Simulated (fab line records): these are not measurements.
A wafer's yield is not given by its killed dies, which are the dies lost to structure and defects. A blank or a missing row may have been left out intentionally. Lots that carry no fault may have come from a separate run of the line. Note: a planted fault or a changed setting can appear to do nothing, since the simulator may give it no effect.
fab line records ; flow n5_finfet
record: lots: 7; wafers: 19; last_day: 18
route steps=1938 shown BEOL_M4@1050
lots untouched by any fault: they come from a run of this same line in which no faults occurred
start_h: start of the lot's first displayed wafer, in hours after the record's first day ; wait_h: hours since the lot's step before ; " same as the row above ; L1.1+2: a single row standing in for several wafers ; - no value present, or no start provided ; * or withheld: withheld ; < > ~ a bound
route shown NAME@n: a module of which the file shows steps, and the number in the route of the first ; usual: mean/standard deviation of fault-free wafers ; same: alike in all rows ; chamber/n: place in a boat ; sites: the reading at each site ; _std_site: the values' standard deviation ; _edge_site: the outer-site mean with the inner-site mean subtracted ; radius_mm: for every site, how far away it sits from the centre of the wafer ; mask NAME#n: copy n ; behind: the most recent tool/chamber to have shaped the wafer ; hold: why the lot went on hold/how many hours it stayed there/how the hold came to an end ; device: which transistor (n, p or np) failed to switch ; end of line: tests run on the same wafers once the route is complete ; for a step that has no rows: nothing shown but its recipe ; killed: at the first sort, the dies lost to defects and structure; wafer yield is something else ; map: shows each die of a wafer: x if killed, . if not, _ if none is there
set.NAME: the run value of the setting; set.NAME@STEP: its run value at that earlier step ; model.NAME: the simulator's own value behind a step, which no gauge read
certain route steps with their lots: each step a table, each wafer a row
services: the hour from which a tool's chamber was out of use, counted from the record's first day as start_h (under 0 if before that day), plus the number of hours and why
== steps ==
step: N5_BEOL_M4_COAT_22
recipe: resist: CAR-EUV; spin_rpm: 1500; resist_thk_nm: 30
step: N5_BEOL_M4_EBR_24
recipe: solvent: PGMEA; ebr_width_mm: 1.5
step: N5_BEOL_M4_SOFTBAKE_23
recipe: temp_c: 110; time_s: 60; resist: CAR-EUV
step: N5_BEOL_M4_EXPOSE_25
recipe: mask_id: V3; na: 0.33; source_shape: quasar; sigma_inner: 0.2; sigma_outer: 0.8; polarization: unpolarized; defocus_nm: 5; dose_mj: 63
step: N5_BEOL_M4_PEB_26
recipe: peb_temp_c: 100; peb_time_s: 60; resist: CAR-EUV
step: N5_BEOL_M4_DEVELOP_27
recipe: develop_time_s: 30; developer: TMAH; resist: CAR-EUV; rinse_liquid: surfactant_rinse; dry: air_spin; dev_temp_c: 23
step: N5_BEOL_M4_CD_MEAS_28
recipe: target_cd_nm: 26.2; landing_energy_ev: 500; detector: se_inlens; target_cd_y_nm: 24.1; polarity: opening
usual: cd_nm: 26.25/0.23
lot.wafer;tool;chamber;start_h;wait_h;cd_nm
L837.2;cd_sem-02;0;175.51;-;25.86
L837.3;cd_sem-02;0;175.51;-;26.19
L837.4;cd_sem-02;0;175.51;-;25.93
L838.1;cd_sem-02;0;184.94;-;25.85
L838.4;cd_sem-02;0;184.94;-;26.36
L838.5;cd_sem-02;0;184.94;-;26.28
L839.1;cd_sem-03;0;185.19;-;26.24
L839.3;cd_sem-03;0;185.19;-;26.28
L839.4;cd_sem-03;0;185.19;-;26.30
L840.1;cd_sem-03;0;188.91;-;25.90
L840.2;cd_sem-03;0;188.91;-;26.20
L841.4;cd_sem-01;0;210.22;-;26.42
L841.5;cd_sem-01;0;210.22;-;26.33
L852.1;cd_sem-03;0;276.44;-;26.11
L852.2;cd_sem-03;0;276.44;-;26.46
L852.6;cd_sem-03;0;276.44;-;26.47
L857.4;cd_sem-03;0;302.68;-;26.16
L857.5;cd_sem-03;0;302.68;-;25.85
L857.6;cd_sem-03;0;302.68;-;26.45
step: N5_BEOL_M4_OVL_MEAS_29
recipe: points_per_wafer: 522
usual: V3_OVL: 0.7/0.67
same: points_per_wafer: 522
lot.wafer;tool;chamber;start_h;wait_h;V3_OVL[nm]
L837.2;overlay-01;0;175.55;0.0;-0.1
L837.3;overlay-01;0;175.55;0.0;-0.4
L837.4;overlay-01;0;175.55;0.0;0.2
L838.1;overlay-02;0;184.97;0.0;0.5
L838.4;overlay-02;0;184.97;0.0;1.1
L838.5;overlay-02;0;184.97;0.0;0.8
L839.1;overlay-02;0;185.22;0.0;0.8
L839.3;overlay-02;0;185.22;0.0;0.4
L839.4;overlay-02;0;185.22;0.0;0.3
L840.1;overlay-02;0;188.94;0.0;1.8
L840.2;overlay-02;0;188.94;0.0;0.6
L841.4;overlay-01;0;210.27;0.0;0.4
L841.5;overlay-01;0;210.27;0.0;0.4
L852.1;overlay-01;0;276.48;0.0;1.1
L852.2;overlay-01;0;276.48;0.0;0.4
L852.6;overlay-01;0;276.48;0.0;1.6
L857.4;overlay-02;0;302.75;0.1;0.6
L857.5;overlay-02;0;302.75;0.1;-0.3
L857.6;overlay-02;0;302.75;0.1;1.0
step: N5_BEOL_M4_INSPECT_30
recipe: mode: adi; inspect_instrument: brightfield
usual: raw_defect_count: 405/91
lot.wafer;tool;chamber;start_h;wait_h;raw_defect_count
L837.2;defect_inspect-02;-;175.60;0.0;331
L837.3;defect_inspect-02;-;175.60;0.0;402
L837.4;defect_inspect-02;-;175.60;0.0;399
L838.1;defect_inspect-01;-;185.03;0.1;545
L838.4;defect_inspect-01;-;185.03;0.1;444
L838.5;defect_inspect-01;-;185.03;0.1;398
L839.1;defect_inspect-02;-;185.28;0.1;544
L839.3;defect_inspect-02;-;185.28;0.1;406
L839.4;defect_inspect-02;-;185.28;0.1;447
L840.1;defect_inspect-01;-;189.00;0.1;334
L840.2;defect_inspect-01;-;189.00;0.1;340
L841.4;defect_inspect-01;-;210.31;0.0;386
L841.5;defect_inspect-01;-;210.31;0.0;380
L852.1;defect_inspect-01;-;276.53;0.1;424
L852.2;defect_inspect-01;-;276.53;0.1;372
L852.6;defect_inspect-01;-;276.53;0.1;429
L857.4;defect_inspect-02;-;302.79;0.0;427
L857.5;defect_inspect-02;-;302.79;0.0;432
L857.6;defect_inspect-02;-;302.79;0.0;482
step: N5_BEOL_M4_DESCUM_33
recipe: chemistry: O2; time_s: 7; source_power_w: 50; bias_power_w: 20; pressure_mtorr: 20; rf_frequency_hz: 2.712e+07; temp_c: 40; resist: CAR-EUV; o2_flow_sccm: 225
usual: drypump_motor_current_A: 5.8/0.37; oes_product_au: 0.80/0.084; rf_vpp_V: 243.6/1.6; showerhead_plenum_p_Torr: 2.12/0.099; throttle_valve_pct: 20.33/0.14
lot.wafer;tool;chamber;start_h;wait_h;drypump_motor_current_A;oes_product_au;rf_hours_counter_h;rf_vpp_V;showerhead_plenum_p_Torr;throttle_valve_pct
L837.2;rie_diel-02;3;175.64;0.0;5.9;0.72;185;245.0;2.17;20.22
L837.3;rie_diel-02;1;175.64;0.0;5.5;0.81;80;244.4;2.20;20.31
L837.4;rie_diel-02;0;175.64;0.0;5.3;0.86;36;245.9;2.22;20.18
L838.1;rie_diel-04;1;185.07;0.0;6.1;0.72;213;242.8;1.98;20.25
L838.4;rie_diel-04;2;185.07;0.0;6.1;0.87;59;241.1;2.03;20.52
L838.5;rie_diel-04;1;185.07;0.0;6.1;0.73;-;241.7;1.98;20.23
L839.1;rie_diel-02;3;185.31;0.0;5.9;0.72;188;245.7;2.16;20.24
L839.3;rie_diel-02;2;185.31;0.0;6.4;0.66;247;242.6;2.05;20.57
L839.4;rie_diel-02;0;185.31;0.0;5.3;0.87;39;244.5;2.22;20.14
L840.1;rie_diel-04;2;189.03;0.0;6.1;0.86;60;243.3;2.03;20.49
L840.2;rie_diel-04;1;189.03;0.0;6.1;0.73;215;241.5;1.98;20.25
L841.4;rie_diel-02;0;210.36;0.0;5.3;0.85;-;247.3;2.22;20.16
L841.5;rie_diel-02;3;210.36;0.0;5.9;0.72;-;242.6;2.16;20.24
L852.1;rie_diel-04;2;276.57;0.0;6.1;0.82;94;241.0;2.02;20.57
L852.2;rie_diel-04;0;276.57;0.0;6.4;0.86;80;244.1;2.22;20.27
L852.6;rie_diel-04;2;276.57;0.0;6.1;0.82;-;244.0;2.02;20.55
L857.4;rie_diel-04;3;302.82;0.0;6.0;0.70;244;242.6;2.06;20.42
L857.5;rie_diel-04;0;302.82;0.0;6.4;0.83;-;244.6;2.21;20.29
L857.6;rie_diel-04;1;302.82;0.0;6.1;1.01;-;245.3;2.23;19.96
step: N5_BEOL_M4_ETCH_77
recipe: chemistry: N2/H2; target: underlayer; target_depth_a: 65; mask_material: CAR-EUV; time_s: 5.2; ion_energy_ev: 200; pressure_mtorr: 30; source_w: 840; bias_w: 150; n2_flow_sccm: 200; h2_flow_sccm: 200; ends: cleared
usual: drypump_motor_current_A: 5.8/0.37; etch_rf_on_time_s: 5.19/0.071; oes_product_au: 0.68/0.072; rf_vpp_V: 525/3.4; showerhead_plenum_p_Torr: 2.58/0.12; throttle_valve_pct: 17.80/0.16
lot.wafer;tool;chamber;start_h;wait_h;drypump_motor_current_A;etch_rf_on_time_s;oes_product_au;rf_hours_counter_h;rf_vpp_V;showerhead_plenum_p_Torr;throttle_valve_pct
L837.2;rie_diel-02;3;175.67;0.0;5.9;5.32;0.62;185;526;2.64;17.78
L837.3;rie_diel-02;1;175.67;0.0;5.5;5.16;0.69;80;527;2.68;17.69
L837.4;rie_diel-02;0;175.67;0.0;5.3;5.18;0.74;36;529;2.70;17.58
L838.1;rie_diel-04;1;185.10;0.0;6.1;5.19;0.62;213;520;2.41;17.72
L838.4;rie_diel-04;2;185.10;0.0;6.1;5.15;0.75;59;523;2.48;18.00
L838.5;rie_diel-04;1;185.10;0.0;6.1;5.15;0.62;-;519;2.41;17.75
L839.1;rie_diel-02;3;185.35;0.0;5.9;5.40;0.62;188;526;2.64;17.78
L839.3;rie_diel-02;2;185.35;0.0;6.4;5.24;0.57;247;522;2.51;18.12
L839.4;rie_diel-02;0;185.35;0.0;5.3;5.17;0.73;39;528;2.70;17.61
L840.1;rie_diel-04;2;189.07;0.0;6.1;5.15;0.73;60;521;2.48;18.00
L840.2;rie_diel-04;1;189.07;0.0;6.1;5.20;0.61;215;522;2.41;17.74
L841.4;rie_diel-02;0;210.39;0.0;5.3;5.11;0.73;-;527;2.70;17.62
L841.5;rie_diel-02;3;210.39;0.0;5.9;5.28;0.61;-;528;2.63;17.80
L852.1;rie_diel-04;2;276.60;0.0;6.1;5.24;0.69;94;518;2.46;18.07
L852.2;rie_diel-04;0;276.60;0.0;6.4;5.16;0.72;80;527;2.68;17.66
L852.6;rie_diel-04;2;276.60;0.0;6.1;5.26;0.70;-;521;2.46;18.06
L857.4;rie_diel-04;3;302.85;0.0;6.0;5.12;0.60;244;524;2.50;17.89
L857.5;rie_diel-04;0;302.85;0.0;6.4;5.19;0.69;-;529;2.67;17.66
L857.6;rie_diel-04;1;302.85;0.0;6.1;5.17;0.84;-;529;2.71;17.36
step: N5_BEOL_M4_ETCH_69
recipe: chemistry: CF4; target: SiARC; target_depth_a: 156; mask_material: CAR-EUV; time_s: 26; ion_energy_ev: 80; pressure_mtorr: 40; source_w: 545; bias_w: 36; Ar_flow_sccm: 100; cf4_flow_sccm: 100; ends: cleared
usual: drypump_motor_current_A: 5.8/0.37; etch_rf_on_time_s: 26.0/0.4; oes_product_au: 0.68/0.071; rf_vpp_V: 184.3/1.4; showerhead_plenum_p_Torr: 2.17/0.093; throttle_valve_pct: 15.53/0.17
lot.wafer;tool;chamber;start_h;wait_h;drypump_motor_current_A;etch_rf_on_time_s;oes_product_au;rf_hours_counter_h;rf_vpp_V;showerhead_plenum_p_Torr;throttle_valve_pct
L837.2;rie_diel-02;3;175.69;0.0;5.9;26.4;0.63;185;186.2;2.21;15.47
L837.3;rie_diel-02;1;175.69;0.0;5.5;26.0;0.71;80;185.1;2.26;15.55
L837.4;rie_diel-02;0;175.69;0.0;5.3;25.8;0.74;36;185.0;2.26;15.27
L838.1;rie_diel-04;1;185.12;0.0;6.1;25.8;0.63;213;182.4;2.03;15.53
L838.4;rie_diel-04;2;185.12;0.0;6.1;25.5;0.74;59;181.4;2.09;15.76
L838.5;rie_diel-04;1;185.12;0.0;6.1;25.9;0.62;-;182.6;2.03;15.54
L839.1;rie_diel-02;3;185.36;0.0;5.9;26.6;0.62;188;184.8;2.21;15.48
L839.3;rie_diel-02;2;185.36;0.0;6.4;26.3;0.57;247;182.4;2.10;15.83
L839.4;rie_diel-02;0;185.36;0.0;5.3;25.5;0.72;39;185.4;2.26;15.27
L840.1;rie_diel-04;2;189.09;0.0;6.1;25.5;0.74;60;183.8;2.09;15.74
L840.2;rie_diel-04;1;189.09;0.0;6.1;25.7;0.62;215;183.1;2.03;15.53
L841.4;rie_diel-02;0;210.42;0.0;5.3;25.4;0.72;-;185.3;2.26;15.31
L841.5;rie_diel-02;3;210.42;0.0;5.9;26.2;0.62;-;183.6;2.20;15.47
L852.1;rie_diel-04;2;276.62;0.0;6.2;25.6;0.70;94;181.3;2.08;15.82
L852.2;rie_diel-04;0;276.62;0.0;6.4;25.5;0.72;80;185.5;2.26;15.40
L852.6;rie_diel-04;2;276.62;0.0;6.1;25.7;0.70;-;184.2;2.08;15.80
L857.4;rie_diel-04;3;302.87;0.0;6.0;25.6;0.60;244;183.6;2.10;15.63
L857.5;rie_diel-04;0;302.87;0.0;6.4;25.6;0.71;-;184.8;2.25;15.43
L857.6;rie_diel-04;1;302.87;0.0;6.1;25.6;0.84;-;185.9;2.27;15.13
step: N5_BEOL_M4_ALD_98
recipe: material: SiO2; target_thk_a: 25; temp_c: 100; ald_precursor_family: BDEAS; ald_co_reactant: O2-plasma; pulse_time_s: 1; co_reactant_pulse_time_s: 1; purge_time_s: 2; co_reactant_purge_time_s: 2; ald_cycles: 17; pressure_torr: 2
usual: ald_cycles: 17/0; heater_power_w: 80/7.8; precursor_pulse_height_rel: 1.002/0.019; susceptor_temp_C: 99.99/0.14
lot.wafer;tool;chamber;start_h;wait_h;ald_cycles;heater_power_w;precursor_pulse_height_rel;susceptor_temp_C;model.SiO2_of_BEOL_M4_ALD_98.thk_nm
L837.2;ald_sin-01;0;176.33;0.6;17;71;1.005;99.94;2.6
L837.3;ald_sin-01;1;176.33;0.6;17;84;1.020;100.02;2.6
L837.4;ald_sin-01;2;176.33;0.6;17;74;0.990;99.93;2.6
L838.1;ald_sin-02;3;185.45;0.3;17;89;0.986;100.04;2.4
L838.4;ald_sin-02;2;185.45;0.3;17;90;0.999;99.96;2.6
L838.5;ald_sin-02;2;185.45;0.3;17;90;1.018;100.11;2.4
L839.1;ald_sin-01;3;185.50;0.1;17;70;1.039;100.06;2.4
L839.3;ald_sin-01;2;185.50;0.1;17;73;0.997;100.26;2.4
L839.4;ald_sin-01;1;185.50;0.1;11;83;1.019;-;1.6
L840.1;ald_sin-01;2;189.41;0.3;17;75;1.014;99.76;2.4
L840.2;ald_sin-01;3;189.41;0.3;11;73;1.015;-;1.6
L841.4;ald_sin-01;2;210.65;0.2;11;74;0.998;-;1.6
L841.5;ald_sin-01;1;210.65;0.2;17;86;0.979;99.95;2.4
L852.1;ald_sin-02;1;276.80;0.2;17;81;0.989;99.85;2.6
L852.2;ald_sin-02;2;276.80;0.2;17;89;1.008;100.29;2.4
L852.6;ald_sin-02;1;276.80;0.2;17;81;1.007;100.10;2.6
L857.4;ald_sin-02;1;302.95;0.1;17;82;0.993;100.02;2.6
L857.5;ald_sin-02;0;302.95;0.1;17;67;0.997;99.86;2.6
L857.6;ald_sin-02;3;302.95;0.1;17;90;0.975;99.84;2.4
step: N5_BEOL_M4_ETCHBACK_99
recipe: chemistry: CHF3; target: SiO2; target_depth_a: 50; time_s: 10.4; source_w: 215; bias_w: 47; Ar_flow_sccm: 200; CHF3_flow_sccm: 12; ion_energy_ev: 100; pressure_mtorr: 30
usual: drypump_motor_current_A: 5.9/0.37; oes_product_au: 0.79/0.079; rf_vpp_V: 241.6/1.9; showerhead_plenum_p_Torr: 2.18/0.1; throttle_valve_pct: 17.00/0.16
lot.wafer;tool;chamber;start_h;wait_h;drypump_motor_current_A;oes_product_au;rf_hours_counter_h;rf_vpp_V;showerhead_plenum_p_Torr;throttle_valve_pct
L837.2;rie_diel-05;3;183.38;7.0;6.3;0.69;240;240.9;2.21;17.29
L837.3;rie_diel-05;2;183.38;7.0;5.8;0.92;14;244.6;2.30;16.94
L837.4;rie_diel-05;0;183.38;7.0;5.5;0.74;166;244.7;2.23;16.89
L840.1;rie_diel-02;0;203.43;14.0;5.3;0.84;46;239.9;2.28;16.76
L840.2;rie_diel-02;1;203.43;14.0;5.4;0.80;91;242.4;2.27;17.04
L838.1;rie_diel-05;1;204.70;19.2;5.4;0.74;145;241.0;1.98;17.20
L838.4;rie_diel-05;0;204.70;19.2;5.5;0.75;172;244.5;2.23;16.89
L838.5;rie_diel-05;3;204.70;19.2;6.3;0.69;-;240.1;2.21;17.30
L839.1;rie_diel-05;3;208.03;22.5;6.3;0.70;247;240.5;2.21;17.29
L839.3;rie_diel-05;0;208.03;22.5;5.6;0.74;173;243.4;2.23;16.90
L839.4;rie_diel-05;2;208.03;22.5;5.8;0.91;20;244.7;2.30;16.94
L841.4;rie_diel-05;3;225.77;15.1;6.3;0.69;252;240.5;2.20;17.31
L841.5;rie_diel-05;2;225.77;15.1;5.8;0.89;-;245.0;2.30;16.96
L852.1;rie_diel-02;3;296.62;19.8;5.9;0.70;228;241.2;2.20;16.94
L852.2;rie_diel-02;0;296.62;19.8;5.3;0.80;80;240.0;2.26;16.84
L852.6;rie_diel-02;3;296.62;19.8;5.9;0.70;-;241.6;2.20;16.93
L857.4;rie_diel-02;2;325.45;22.4;6.4;0.90;-;243.4;2.09;16.86
L857.5;rie_diel-02;0;325.45;22.4;5.3;0.79;-;240.4;2.26;16.84
L857.6;rie_diel-02;1;325.45;22.4;5.5;0.76;-;244.6;2.26;17.12
step: N5_BEOL_M4_RC_MEAS_101
usual: DIBL_N: 35.9/1.3; DIBL_P: 35.9/1.5; IOFF_N: 0.152/0.023; IOFF_P: 0.204/0.027; ION_N: 673/9.2; ION_P: 462/6.7; SS_N: 71.4/0.48; SS_P: 73.2/0.55; VT_N: 250.3/2.6; VT_P: -250.6/3
lot.wafer;tool;chamber;start_h;wait_h;DIBL_N[mV/V];DIBL_P[mV/V];IOFF_N[nA/um];IOFF_P[nA/um];ION_N[uA/um];ION_P[uA/um];SS_N[mV/dec];SS_P[mV/dec];VT_N[mV];VT_P[mV]
L837.2;prober-02;0;188.53;0.2;35.0;36.3;0.157;0.219;679;465;71.6;73.4;252.0;-250.1
L837.3;prober-02;0;188.53;0.2;36.1;37.1;0.171;0.237;681;474;72.2;73.2;247.4;-248.6
L837.4;prober-02;0;188.53;0.2;36.8;38.3;0.189;0.255;680;469;72.4;73.5;245.9;-247.0
L840.1;prober-01;0;208.44;0.0;33.9;33.4;0.111;0.167;667;465;70.2;72.2;252.3;-254.0
L840.2;prober-01;0;208.44;0.0;35.6;35.4;0.142;0.194;664;458;71.1;73.6;251.6;-250.2
L838.1;prober-02;0;210.24;0.0;35.9;36.7;0.157;0.184;676;454;70.9;73.6;250.0;-255.3
L838.4;prober-02;0;210.24;0.0;35.6;36.1;0.153;0.183;677;455;71.4;73.0;249.8;-253.7
L838.5;prober-02;0;210.24;0.0;34.1;34.7;0.131;0.165;657;451;70.7;73.4;253.1;-255.4
L839.1;prober-01;0;213.05;0.0;35.6;35.9;0.123;0.171;667;460;70.5;73.1;254.2;-253.6
L839.3;prober-01;0;213.05;0.0;36.8;37.1;0.144;0.203;658;457;70.9;73.4;252.0;-251.7
L839.4;prober-01;0;213.05;0.0;35.9;36.0;0.131;0.174;670;456;70.7;73.5;253.7;-253.1
L841.4;prober-02;0;231.33;0.5;37.0;36.0;0.162;0.232;660;457;71.7;73.6;250.2;-247.1
L841.5;prober-02;0;231.33;0.5;37.2;36.7;0.159;0.238;677;466;71.5;73.3;252.4;-249.9
L852.1;prober-01;0;302.47;0.0;35.7;35.4;0.126;0.161;666;450;71.0;73.3;252.6;-252.7
L852.2;prober-01;0;302.47;0.0;37.3;37.8;0.156;0.186;678;459;70.8;72.8;248.4;-252.4
L852.6;prober-01;0;302.47;0.0;36.9;37.2;0.146;0.183;674;461;71.3;72.9;247.5;-251.7
L857.4;prober-01;0;332.40;0.5;36.9;34.6;0.139;0.201;657;458;71.7;73.5;253.3;-251.9
L857.5;prober-01;0;332.40;0.5;36.5;35.2;0.141;0.211;654;458;71.0;73.9;253.8;-252.1
L857.6;prober-01;0;332.40;0.5;38.6;37.2;0.187;0.241;672;462;71.9;74.0;249.5;-250.9
== services ==
tool;chamber;start_h;hours;kind
ald_sin-02;-;166.41;0.8;pm
rie_diel-02;2;193.76;-;clean
rie_diel-02;2;193.76;-;consumable_replace:focus_ring
rie_diel-02;2;193.76;21.7;scheduled_down
ald_sin-02;1;223.34;16.5;repair
rie_diel-05;3;226.36;1.8;repair
ald_sin-02;2;228.06;3.2;repair
ald_sin-01;3;230.26;6.7;repair
ald_sin-01;-;237.79;0.7;repair
ald_sin-01;-;248.63;0.8;repair
rie_diel-05;0;267.67;7.6;repair
ald_sin-01;-;269.36;14.0;pm
rie_diel-04;1;277.22;-;clean
rie_diel-04;1;277.22;-;consumable_replace:focus_ring
rie_diel-04;1;277.22;-;consumable_replace:showerhead
rie_diel-04;1;277.22;13.6;scheduled_down
rie_diel-04;1;277.22;13.6;vent_cycle
ald_sin-02;0;306.09;15.4;repair
ald_sin-02;2;312.37;12.4;repair
rie_diel-02;3;321.37;8.5;repair
rie_diel-04;3;323.22;-;clean
rie_diel-04;3;323.22;-;consumable_replace:focus_ring
rie_diel-04;3;323.22;13.6;scheduled_down
rie_diel-04;3;323.22;13.6;vent_cycle
== key ==
first_sign: step: N5_BEOL_M4_ALD_98; reading: ald_cycles; direction: down; sigmas: 99+; usual: *; struck: *
effect none on later readings
model_effect: step: N5_BEOL_M4_ALD_98; value: SiO2_of_BEOL_M4_ALD_98.thk_nm; without: 2.4; struck: 1.6
met_at N5_BEOL_M4_ALD_98
struck_wafers L839.4,L840.2,L841.4
onset_between 176.33 185.50
fault: kind: process_parameter_drift; tool: ald_sin-01; chamber: -; onset_h: 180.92; steps: N5_BEOL_M4_ALD_98; channel: ald_cycles; offset: *; shape: step; end_h: 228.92; scope: struck_wafers_only; acts_in: *; stated: *
